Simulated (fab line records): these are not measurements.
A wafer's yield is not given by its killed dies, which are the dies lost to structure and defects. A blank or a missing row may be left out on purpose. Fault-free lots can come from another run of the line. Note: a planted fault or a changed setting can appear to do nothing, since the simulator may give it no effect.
Problem report, 8D (eight disciplines) form, completed by code    flow n5_finfet    the parts of the form that need people (team, actions taken, sign-off) are left out

1. WHAT IS WRONG
Mean of thk_nm at N5_SD_EPI_P_EPI_MEAS_23: 1.3 nm across 6 wafers in 2 lots; on wafers with no fault it is 60.7 nm (standard deviation 1.3). Measured from the usual mean, that is -46 standard deviations.
Seen first at day 7 04:02 on film_metro-01, wafer L897.4. The record has a number at this step for 26 wafers belonging to 9 lots. By rule, "out" or "out of limits" means more than 4 standard deviations away from the usual mean. All remaining wafers that have a number are taken as sound.

2. WHAT IT IS; WHAT IT IS NOT
question                     is                            is not
which readings at this step  thk_nm                        -
which lots                   L897, L898                    L882, L886, L889, L894, L896, L899, L900
which wafers of those lots   all that have a number        -
read on which gauges         film_metro-01, film_metro-02  -
when                         from day 7 04:02              up to then (14 sound wafers); but 6 sound wafers of L899, L900 came after

3. SUSPECTS, AND WHAT RULES EACH OUT
Counting: a tool at a process step up to the reading stays a suspect if it ran every lot that is out and no sound lot after the first of them.
- the gauge at N5_SD_EPI_P_EPI_MEAS_23: ruled out. Those wafers that are out were read across 2 gauges (film_metro-01, film_metro-02).
- rie_diel-04 at N5_SD_EPI_P_ETCHBACK_46 (etches SiNx in CH3F/O2, stops on SiO2, target depth 17.5 nm): ruled out as a lasting fault. Following L897 (day 7 00:56), the first lot on it that is out, the sound lots L899 were run on it.
- rie_diel-04 at N5_SD_EPI_P_ETCH_47 (etches SiOCN in CH3F/O2, target depth 25 nm): ruled out as a lasting fault. Following L897 (day 7 01:02), the first lot on it that is out, the sound lots L899 were run on it.
Left after counting: nothing in the record.

4. THE CAUSE (what the simulator had put in)
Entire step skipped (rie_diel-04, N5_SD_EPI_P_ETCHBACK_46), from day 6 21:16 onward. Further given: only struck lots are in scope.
Counting ruled it out, wrongly: the rule takes a fault to strike every lot that its tool runs from its start on, and this one did not.

5. THE EFFECT CHAIN, in route order
Rows list readings where the struck wafers' mean (over those with a number) sits beyond 3 standard deviations from the usual. Scope: only readings with a usual standard deviation given in the record; hours: median across lots of the time from each lot's start at the first step in this table that gives one to its start at this step; sigmas: change in usual standard deviations.
hours  step                     reading              usual    on struck wafers  change  sigmas
0      N5_SD_EPI_P_EPI_MEAS_23  thk_nm               60.7 nm  1.3               -59.4   -46
225    N5_PASSIVATION_PROBE_49  killed_at_front_end  42       1116              +1074   +90
225    N5_PASSIVATION_PROBE_49  killed_dies          103      1180              +1077   +60
225    N5_PASSIVATION_PROBE_49  killed_on_rim        14       152               +138    +31
The process steps in it:
- N5_PASSIVATION_PROBE_49
Readings that are blank on the struck wafers while sound wafers have them: CH3F_flow_sccm at N5_SD_EPI_P_ETCHBACK_46; O2_flow_sccm at N5_SD_EPI_P_ETCHBACK_46; drypump_motor_current_A at N5_SD_EPI_P_ETCHBACK_46; oes_product_au at N5_SD_EPI_P_ETCHBACK_46; rf_vpp_V at N5_SD_EPI_P_ETCHBACK_46; showerhead_plenum_p_Torr at N5_SD_EPI_P_ETCHBACK_46; throttle_valve_pct at N5_SD_EPI_P_ETCHBACK_46.

6. WHAT WOULD HAVE CAUGHT IT SOONER
7 hours passed between the start of the fault at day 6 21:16 and the first reading out of limits at a measuring or inspecting step in this record, taken at day 7 04:02.
At N5_SD_EPI_P_ETCHBACK_46 the tool's readings are blank on the struck wafers, where sound wafers have them: an empty tool record is the first sign, and it was there at once.
